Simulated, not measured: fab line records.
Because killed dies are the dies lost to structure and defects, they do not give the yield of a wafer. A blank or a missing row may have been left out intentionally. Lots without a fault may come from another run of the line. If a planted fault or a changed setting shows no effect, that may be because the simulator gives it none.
fab line records ; flow nandHarc
record: lots: 6; wafers: 18; lastDay: 33
route steps=1302 shown P_M2@339 P_BONDPAD@351 END@1302
lots that met no fault: taken from a fault-free run of the same line
startH: start of the lot's first displayed wafer, in hours after the record's first day ; waitH: how many hours have passed since the lot's step before this one ; " repeats the value in the row above ; L1.1+2: one row covering several wafers at once ; - no value, or no start given ; * or withheld: withheld ; < > ~ a bound
route shown NAME@n: names a module that has steps shown in the file, with the first one's number in the route ; usual: the fault-free wafers' mean and standard deviation ; same: alike in all rows ; chamber/n: place in a boat ; sites: each site's reading ; _std_site: the values' standard deviation ; _edge_site: inner sites' mean taken away from outer sites' mean ; radiusMm: for every site, how far away it sits from the centre of the wafer ; mask NAME#n: copy n ; behind: the tool/chamber that last shaped the wafer ; hold: what put the lot on hold/how long, in hours/how the hold closed ; device: the transistor (n, p or np) that didn't switch ; end of line: the same wafers' tests at the end of the route ; a step given without rows: its recipe and nothing more ; killed: count of dies lost to structure and defects at first sort (not the wafer's yield) ; map: the dies of a wafer, with x for killed, . for not killed, _ for no die there
set.NAME: the setting the step ran with; set.NAME@STEP: the setting that earlier step ran with ; model.NAME: the simulator's own value behind a step, which no gauge read
lots at selected steps of the route; one table per step, one row per wafer
services: the hour from which a tool's chamber was out of use, counted from the record's first day as startH (under 0 if before that day), plus the number of hours and why
== steps ==
step: NHARC_P_M2_PRE_CLEAN_30
recipe: timeS: 30; tempC: 280; gas: H2/He
usual: heaterPowerW: 422/28
lot.wafer;tool;chamber;startH;waitH;heaterPowerW
L574.2;pvdSputter-01;-;-;-;378
L574.3;pvdSputter-01;-;-;-;409
L574.1;pvdSputter-01;-;-;-;426
L578.3;pvdSputter-03;-;-;-;451
L578.1;pvdSputter-03;-;-;-;408
L578.6;pvdSputter-03;-;-;-;444
L579.3;pvdSputter-03;-;-;-;441
L579.4;pvdSputter-03;-;-;-;413
L579.1;pvdSputter-03;-;-;-;393
L580.3;pvdSputter-03;-;-;-;418
L580.4;pvdSputter-03;-;-;-;396
L580.6;pvdSputter-03;-;-;-;429
L588.1;pvdSputter-03;-;-;-;387
L588.3;pvdSputter-03;-;-;-;427
L588.6;pvdSputter-03;-;-;-;430
L594.1;pvdSputter-01;-;-;-;390
L594.3;pvdSputter-01;-;-;-;453
L594.5;pvdSputter-01;-;-;-;397
step: NHARC_P_M2_PVD_20
recipe: targetThkA: 50; biasV: 168.6; powerW: 15000; chamberPressurePa: 0.12; timeS: 8.06; substrateTempC: 50; material: TaN
usual: biasV: 168.7/1.7; substrateTempC: 49.99/0.12; throttleValvePct: 30.1/0.77
lot.wafer;tool;chamber;startH;waitH;biasV;substrateTempC;throttleValvePct
L574.3;pvdSputter-01;-;-;-;171.0;49.96;30.9
L574.2;pvdSputter-01;-;-;-;167.8;50.00;29.4
L574.1;pvdSputter-01;-;-;-;169.1;49.86;31.3
L578.3;pvdSputter-03;-;-;-;168.8;50.04;29.4
L578.1;pvdSputter-03;-;-;-;170.5;49.93;29.0
L578.6;pvdSputter-03;-;-;-;168.3;49.90;29.6
L579.3;pvdSputter-03;-;-;-;168.6;50.02;28.7
L579.1;pvdSputter-03;-;-;-;172.3;50.18;29.3
L579.4;pvdSputter-03;-;-;-;167.8;49.88;29.5
L580.4;pvdSputter-03;-;-;-;168.7;49.77;29.6
L580.3;pvdSputter-03;-;-;-;167.5;49.99;30.6
L580.6;pvdSputter-03;-;-;-;167.3;49.86;29.8
L588.1;pvdSputter-03;-;-;-;168.6;49.96;30.4
L588.3;pvdSputter-03;-;-;-;168.5;49.95;29.8
L588.6;pvdSputter-03;-;-;-;170.8;50.11;30.4
L594.1;pvdSputter-01;-;-;-;169.4;50.06;29.6
L594.3;pvdSputter-01;-;-;-;169.0;49.83;30.1
L594.5;pvdSputter-01;-;-;-;169.4;50.04;29.7
step: NHARC_P_M2_PVD_21
recipe: targetThkA: 300; chamberPressurePa: 5; powerW: 5000; substrateTempC: 30; timeS: 20.49; material: Cu
usual: substrateTempC: 30.01/0.11; throttleValvePct: 30.1/0.78
lot.wafer;tool;chamber;startH;waitH;substrateTempC;throttleValvePct
L574.2;pvdSputter-01;-;-;-;29.94;30.2
L574.1;pvdSputter-01;-;-;-;30.16;31.0
L574.3;pvdSputter-01;-;-;-;29.99;29.4
L578.3;pvdSputter-03;-;-;-;29.97;29.6
L578.1;pvdSputter-03;-;-;-;30.11;29.6
L578.6;pvdSputter-03;-;-;-;30.11;29.2
L579.3;pvdSputter-03;-;-;-;30.01;29.4
L579.4;pvdSputter-03;-;-;-;30.02;29.7
L579.1;pvdSputter-03;-;-;-;29.98;28.8
L580.3;pvdSputter-03;-;-;-;30.04;30.6
L580.4;pvdSputter-03;-;-;-;30.20;29.7
L580.6;pvdSputter-03;-;-;-;30.18;30.5
L588.3;pvdSputter-03;-;-;-;29.91;30.1
L588.1;pvdSputter-03;-;-;-;29.91;29.5
L588.6;pvdSputter-03;-;-;-;29.84;29.4
L594.3;pvdSputter-01;-;-;-;30.16;31.0
L594.1;pvdSputter-01;-;-;-;29.90;29.3
L594.5;pvdSputter-01;-;-;-;30.19;30.3
step: NHARC_P_M2_ECD_22
recipe: targetThkA: 4000; bathTempC: 25; material: Cu
step: NHARC_P_M2_ANNEAL_31
recipe: tempC: 225; timeS: 90
usual: annealTempCMax: 226.00/0.29; wafer_temp_C_max: 226.10/0.28
lot.wafer;tool;chamber;startH;waitH;annealTempCMax;wafer_temp_C_max
L574.1;rtpAnneal-02;0;159.83;-;226.14;226.12
L574.2;rtpAnneal-02;0;159.83;-;225.55;226.18
L574.3;rtpAnneal-02;0;159.83;-;226.15;226.00
L578.1;rtpAnneal-01;0;206.76;-;225.53;226.41
L578.3;rtpAnneal-01;0;206.76;-;225.70;225.91
L578.6;rtpAnneal-01;0;206.76;-;226.06;225.96
L579.1;rtpAnneal-02;0;212.53;0.3;226.27;225.80
L579.3;rtpAnneal-02;0;212.53;0.3;225.51;225.72
L579.4;rtpAnneal-02;0;212.53;0.3;225.94;226.12
L580.3;rtpAnneal-02;0;235.09;-;225.99;226.90
L580.4;rtpAnneal-02;0;235.09;-;226.17;226.01
L580.6;rtpAnneal-02;0;235.09;-;226.38;225.84
L588.1;rtpAnneal-01;0;297.15;0.3;225.84;225.65
L588.3;rtpAnneal-01;0;297.15;0.3;225.74;226.35
L588.6;rtpAnneal-01;0;297.15;0.3;225.77;225.48
L594.1;rtpAnneal-01;0;358.19;-;226.07;226.66
L594.3;rtpAnneal-01;0;358.19;-;225.83;226.25
L594.5;rtpAnneal-01;0;358.19;-;225.99;226.26
step: NHARC_P_M2_CMP_23
recipe: tOverpolishS: 20; targetThkNm: 144.3
step: NHARC_P_M2_THK_MEAS_24
recipe: thkMeasGauge: xrf
usual: thkNm: 144.4/1.6
lot.wafer;tool;chamber;startH;waitH;thkNm
L574.1;filmMetro-02;-;160.49;-;143.0
L574.2;filmMetro-02;-;160.49;-;143.3
L574.3;filmMetro-02;-;160.49;-;145.7
L578.1;filmMetro-02;-;207.42;-;140.5
L578.3;filmMetro-02;-;207.42;-;144.1
L578.6;filmMetro-02;-;207.42;-;141.5
L579.1;filmMetro-02;-;213.19;-;143.6
L579.3;filmMetro-02;-;213.19;-;143.9
L579.4;filmMetro-02;-;213.19;-;143.8
L580.3;filmMetro-01;-;235.64;-;143.8
L580.4;filmMetro-01;-;235.64;-;145.3
L580.6;filmMetro-01;-;235.64;-;142.5
L588.1;filmMetro-02;-;297.80;-;144.2
L588.3;filmMetro-02;-;297.80;-;142.5
L588.6;filmMetro-02;-;297.80;-;143.8
L594.1;filmMetro-01;-;358.84;-;144.8
L594.3;filmMetro-01;-;358.84;-;145.9
L594.5;filmMetro-01;-;358.84;-;142.6
step: NHARC_P_M2_SRD_25
step: NHARC_P_M2_INSPECT_27
usual: rawDefectCount: 328/140
lot.wafer;tool;chamber;startH;waitH;rawDefectCount
L574.1;defectInspect-02;-;160.66;0.0;294
L574.2;defectInspect-02;-;160.66;0.0;279
L574.3;defectInspect-02;-;160.66;0.0;359
L578.1;defectInspect-02;-;207.58;0.0;384
L578.3;defectInspect-02;-;207.58;0.0;415
L578.6;defectInspect-02;-;207.58;0.0;239
L579.1;defectInspect-01;-;213.35;0.0;208
L579.3;defectInspect-01;-;213.35;0.0;238
L579.4;defectInspect-01;-;213.35;0.0;200
L580.3;defectInspect-01;-;235.80;0.0;280
L580.4;defectInspect-01;-;235.80;0.0;250
L580.6;defectInspect-01;-;235.80;0.0;188
L588.1;defectInspect-01;-;297.96;0.0;255
L588.3;defectInspect-01;-;297.96;0.0;307
L588.6;defectInspect-01;-;297.96;0.0;366
L594.1;defectInspect-01;-;359.00;0.0;457
L594.3;defectInspect-01;-;359.00;0.0;382
L594.5;defectInspect-01;-;359.00;0.0;501
step: NHARC_P_M2_PRE_CLEAN_32
recipe: timeS: 12; tempC: 370; rfPowerW: 300; gas: NH3
usual: heaterPowerW: 624/61
lot.wafer;tool;chamber;startH;waitH;heaterPowerW
L574.1;pecvd-04;1;160.73;0.1;489
L574.2;pecvd-04;2;160.73;0.1;677
L574.3;pecvd-04;1;160.73;0.1;501
L578.1;pecvd-02;0;207.66;0.1;625
L578.3;pecvd-02;1;207.66;0.1;550
L578.6;pecvd-02;2;207.66;0.1;660
L579.3;pecvd-02;1;213.43;0.1;577
L579.1;pecvd-02;2;213.43;0.1;652
L579.4;pecvd-02;2;213.43;0.1;646
L580.3;pecvd-04;0;235.86;0.1;637
L580.6;pecvd-04;0;235.86;0.1;662
L580.4;pecvd-04;1;235.86;0.1;604
L588.1;pecvd-02;2;298.13;0.2;639
L588.3;pecvd-02;0;298.13;0.2;705
L588.6;pecvd-02;2;298.13;0.2;635
L594.1;pecvd-01;1;359.07;0.1;591
L594.3;pecvd-01;0;359.07;0.1;695
L594.5;pecvd-01;2;359.07;0.1;596
step: NHARC_P_M2_DEP_33
recipe: targetThkA: 300; tempC: 370; targetThkNm: 30; pressureTorr: 3; flowSccm: 200; rfW: 450; material: SiCN
step: NHARC_P_BONDPAD_DEP_00
recipe: targetThkA: 2500; tempC: 370; targetThkNm: 250; pressureTorr: 3; flowSccm: 200; rfW: 450; material: SiCN
usual: heaterPowerW: 572/60; rfFwdPowerW: 449.2/1.5; showerheadVppV: 1325/53
lot.wafer;tool;chamber;startH;waitH;heaterPowerW;rfFwdPowerW;showerheadVppV
L574.2;pecvd-02;1;161.39;0.4;514;449.0;1400
L574.3;pecvd-02;2;161.39;0.4;615;449.3;1283
L574.1;pecvd-02;0;161.39;0.4;654;448.8;1339
L578.1;pecvd-01;1;208.19;-;632;447.8;1256
L578.3;pecvd-01;2;208.19;-;638;266.3;1069
L578.6;pecvd-01;0;208.19;-;561;447.6;1280
L579.3;pecvd-01;0;213.91;-;533;446.0;1283
L579.1;pecvd-01;2;213.91;-;548;268.9;1065
L579.4;pecvd-01;1;213.91;-;513;447.9;1250
L580.3;pecvd-04;2;236.33;-;567;450.4;1388
L580.6;pecvd-04;2;236.33;-;608;450.1;1394
L580.4;pecvd-04;1;236.33;-;542;448.3;1329
L588.3;pecvd-01;1;298.61;-;536;448.1;1292
L588.1;pecvd-01;0;298.61;-;540;448.6;1289
L588.6;pecvd-01;2;298.61;-;543;450.5;1400
L594.3;pecvd-02;0;359.60;-;589;450.3;1346
L594.1;pecvd-02;1;359.60;-;518;448.2;1430
L594.5;pecvd-02;0;359.60;-;618;451.1;1340
step: NHARC_P_BONDPAD_CMP_32
recipe: targetThkNm: 200; material: SiCN
step: NHARC_END_SORT_01
recipe: tempC: 25
usual: defectLimitedYield: 90.1/2.6; killedAtArray: 63/17; killedAtOther: 0.8/1.1; killedAtPeriphery: 3.5/3; killedDies: 67/17; killedOpen: 3.1/1.6; killedShort: 2.6/1.4
same: grossDies: 677
lot.wafer;tool;chamber;startH;waitH;defectLimitedYield[%];killedAtArray;killedAtOther;killedAtPeriphery;killedDies;killedOpen;killedShort
L574.1;prober-01;0;580.57;2.5;87.9;81;0;1;82;3;2
L574.2;prober-01;0;581.36;2.8;87.1;84;0;3;87;3;3
L574.3;prober-01;0;582.16;3.1;87.1;85;0;2;87;3;4
L578.1;prober-01;0;628.87;2.5;91.0;52;2;7;61;3;2
L578.3;prober-01;0;630.50;3.1;90.3;63;1;2;66;4;4
L578.6;prober-01;0;632.96;4.1;91.6;51;5;1;57;3;2
L579.1;prober-02;0;650.40;2.5;85.2;88;4;8;100;2;3
L579.3;prober-02;0;652.02;3.1;87.4;80;1;4;85;6;3
L579.4;prober-02;0;652.82;3.4;87.9;77;0;5;82;2;4
L588.1;prober-01;0;732.08;2.5;93.2;42;3;1;46;3;5
L588.3;prober-01;0;733.67;3.1;93.2;45;1;0;46;2;2
L588.6;prober-01;0;736.05;4.0;92.5;43;1;7;51;3;3
L594.1;prober-01;0;796.14;2.5;90.5;58;2;4;64;2;3
L594.3;prober-01;0;797.72;3.1;90.4;59;1;5;65;2;3
L594.5;prober-01;0;799.31;3.7;90.5;60;0;4;64;4;3
killed by level:class
L574.1 A_CHANNEL_HOLE_D2:chamberFilmFlake=28 A_SLIT:chamberFilmFlake=25 A_STAIRCASE:chamberFilmFlake=10 A_CONTACT:unspecified=6 A_CONTACT:chamberFilmFlake=4 A_M1:chamberFilmFlake=2 P_CONTACT:geometricParticle:open=1 A_ONON_D1:geometricParticle:open=1
L574.2 A_CHANNEL_HOLE_D2:chamberFilmFlake=33 A_SLIT:chamberFilmFlake=30 A_CONTACT:unspecified=4 A_STAIRCASE:chamberFilmFlake=3 A_CONTACT:chamberFilmFlake=3 A_M1:chamberFilmFlake=3 P_M2:chamberFilmFlake=2 P_CONTACT:geometricParticle:open=1
L574.3 A_CHANNEL_HOLE_D2:chamberFilmFlake=36 A_SLIT:chamberFilmFlake=26 A_STAIRCASE:chamberFilmFlake=9 A_CONTACT:chamberFilmFlake=4 A_CHANNEL_HOLE_D1:chamberFilmFlake=2 P_STI:geometricParticle:short=1 P_GATE:geometricParticle:open=1 A_CHANNEL_HOLE_D1:geometricParticle:short=1
L578.1 A_CHANNEL_HOLE_D2:chamberFilmFlake=40 A_CHANNEL_HOLE_D1:chamberFilmFlake=4 P_CONTACT:geometricParticle:open=2 P_BONDPAD:chamberFilmFlake=2 A_SLIT:chamberFilmFlake=2 A_WL_FILL:chamberFilmFlake=2 THIN_TSV:chamberFilmFlake=2 P_CONTACT:geometricParticle:short=1
L578.3 A_CHANNEL_HOLE_D2:chamberFilmFlake=43 A_CHANNEL_HOLE_D1:chamberFilmFlake=4 A_ONON_D2:geometricParticle:open=2 A_CHANNEL_FILL_D2:chamberFilmFlake=2 A_SGD_CUT:chamberFilmFlake=2 A_SLIT:chamberFilmFlake=2 A_WL_FILL:chamberFilmFlake=2 P_CONTACT:geometricParticle:short=1
L578.6 A_CHANNEL_HOLE_D2:chamberFilmFlake=37 THIN_TSV:chamberFilmFlake=5 A_BONDPAD:chamberFilmFlake=3 A_SGD_CUT:chamberFilmFlake=2 A_ONON_D1:geometricParticle:open=1 A_ONON_D1:geometricParticle:short=1 A_CHANNEL_FILL_D1:geometricParticle:open=1 A_CHANNEL_FILL_D2:geometricParticle:open=1
L579.1 A_CHANNEL_HOLE_D1:chamberFilmFlake=38 A_SLIT:chamberFilmFlake=29 A_CHANNEL_HOLE_D2:chamberFilmFlake=10 P_M0:chamberFilmFlake=8 A_CONTACT:chamberFilmFlake=3 A_ONON_D1:geometricParticle:open=2 STARTING-WAFER:geometricParticle:short=2 A_DECK1_JOINT:chamberFilmFlake=2
L579.3 A_CHANNEL_HOLE_D1:chamberFilmFlake=30 A_SLIT:chamberFilmFlake=26 A_CHANNEL_HOLE_D2:chamberFilmFlake=11 P_M0:chamberFilmFlake=3 A_CONTACT:chamberFilmFlake=3 A_CHANNEL_FILL_D1:geometricParticle:open=2 A_WL_FILL:geometricParticle:short=2 A_ONON_D1:geometricParticle:open=1
L579.4 A_SLIT:chamberFilmFlake=29 A_CHANNEL_HOLE_D1:chamberFilmFlake=27 A_CHANNEL_HOLE_D2:chamberFilmFlake=6 A_CHANNEL_FILL_D2:chamberFilmFlake=4 P_M0:chamberFilmFlake=3 A_CHANNEL_FILL_D2:geometricParticle:short=2 A_WL_FILL:chamberFilmFlake=2 A_STAIRCASE:chamberFilmFlake=2
L588.1 A_CHANNEL_HOLE_D1:chamberFilmFlake=23 A_CONTACT:chamberFilmFlake=6 A_STAIRCASE:chamberFilmFlake=4 A_SLIT:chamberFilmFlake=3 THIN_TSV:chamberFilmFlake=2 P_M2:geometricParticle:short=1 A_CHANNEL_FILL_D1:geometricParticle:short=1 A_CHANNEL_FILL_D1:geometricParticle:open=1
L588.3 A_CHANNEL_HOLE_D1:chamberFilmFlake=25 A_SLIT:chamberFilmFlake=6 A_STAIRCASE:chamberFilmFlake=5 A_CONTACT:chamberFilmFlake=3 A_CHANNEL_FILL_D1:geometricParticle:open=1 A_DECK1_JOINT:geometricParticle:open=1 A_M0:geometricParticle:short=1 A_M1:geometricParticle:short=1
L588.6 A_CHANNEL_HOLE_D1:chamberFilmFlake=31 A_ONON_D1:geometricParticle:short=3 A_SLIT:chamberFilmFlake=3 A_STAIRCASE:chamberFilmFlake=3 P_M0:geometricParticle:open=2 P_GATE:chamberFilmFlake=2 A_BLC:geometricParticle:open=1 P_ZERO_WELL:chamberFilmFlake=1
L594.1 A_CHANNEL_HOLE_D2:chamberFilmFlake=32 A_CONTACT:chamberFilmFlake=7 A_SLIT:chamberFilmFlake=7 A_M1:chamberFilmFlake=5 P_M1:chamberFilmFlake=2 A_CHANNEL_HOLE_D1:chamberFilmFlake=2 THIN_TSV:chamberFilmFlake=2 P_M0:geometricParticle:open=1
L594.3 A_CHANNEL_HOLE_D2:chamberFilmFlake=30 A_CONTACT:chamberFilmFlake=10 A_SLIT:chamberFilmFlake=9 P_M1:chamberFilmFlake=3 A_M1:chamberFilmFlake=3 A_CHANNEL_FILL_D1:geometricParticle:short=2 P_GATE:chamberFilmFlake=2 A_SOURCE_PLATE:geometricParticle:open=1
L594.5 A_CHANNEL_HOLE_D2:chamberFilmFlake=28 A_CONTACT:chamberFilmFlake=15 A_SLIT:chamberFilmFlake=6 A_M1:chamberFilmFlake=2 P_M1:geometricParticle:open=1 A_ONON_D1:geometricParticle:short=1 A_CHANNEL_FILL_D1:geometricParticle:open=1 A_DECK1_JOINT:geometricParticle:open=1
== services ==
tool;chamber;startH;hours;kind
pecvd-01;0;143.18;-;clean
pecvd-01;1;143.18;-;clean
pecvd-01;2;143.18;-;clean
pecvd-04;0;157.31;11.4;repair
pvdSputter-03;-;170.02;10.0;pm
pecvd-02;2;180.65;-;calibration
pvdSputter-01;-;226.09;10.0;pm
pecvd-02;-;227.10;13.0;pm
pecvd-02;0;227.10;13.0;ventCycle
pecvd-02;1;227.10;46.0;ventCycle
pecvd-02;2;227.10;13.0;ventCycle
pecvd-02;0;240.10;-;clean
pecvd-02;2;240.10;-;clean
pecvd-01;1;241.27;3.2;repair
pvdSputter-03;-;253.00;3.6;repair
pecvd-02;0;254.51;4.5;repair
pecvd-02;2;262.71;12.6;repair
pecvd-04;-;269.12;13.0;pm
pecvd-04;-;298.80;0.3;repair
pecvd-01;-;311.18;13.0;pm
pecvd-01;0;311.18;13.0;ventCycle
pecvd-01;1;311.18;13.0;ventCycle
pecvd-02;-;343.00;5.2;repair
pvdSputter-03;-;348.02;10.0;pm
== key ==
firstSign: step: NHARC_P_BONDPAD_DEP_00; reading: rfFwdPowerW; direction: down; sigmas: 99+; usual: *; struck: *
effect: step: NHARC_P_BONDPAD_DEP_00; reading: showerheadVppV; direction: down; sigmas: 4.9; usual: 1325; struck: 1067
metAt NHARC_P_BONDPAD_DEP_00
struckWafers L578.3,L579.1
fault: kind: processParameterDrift; tool: pecvd-01; chamber: 2; onsetH: 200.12; steps: NHARC_P_BONDPAD_DEP_00; channel: rfW; offset: *; shape: step; endH: 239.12; actsIn: *; stated: *
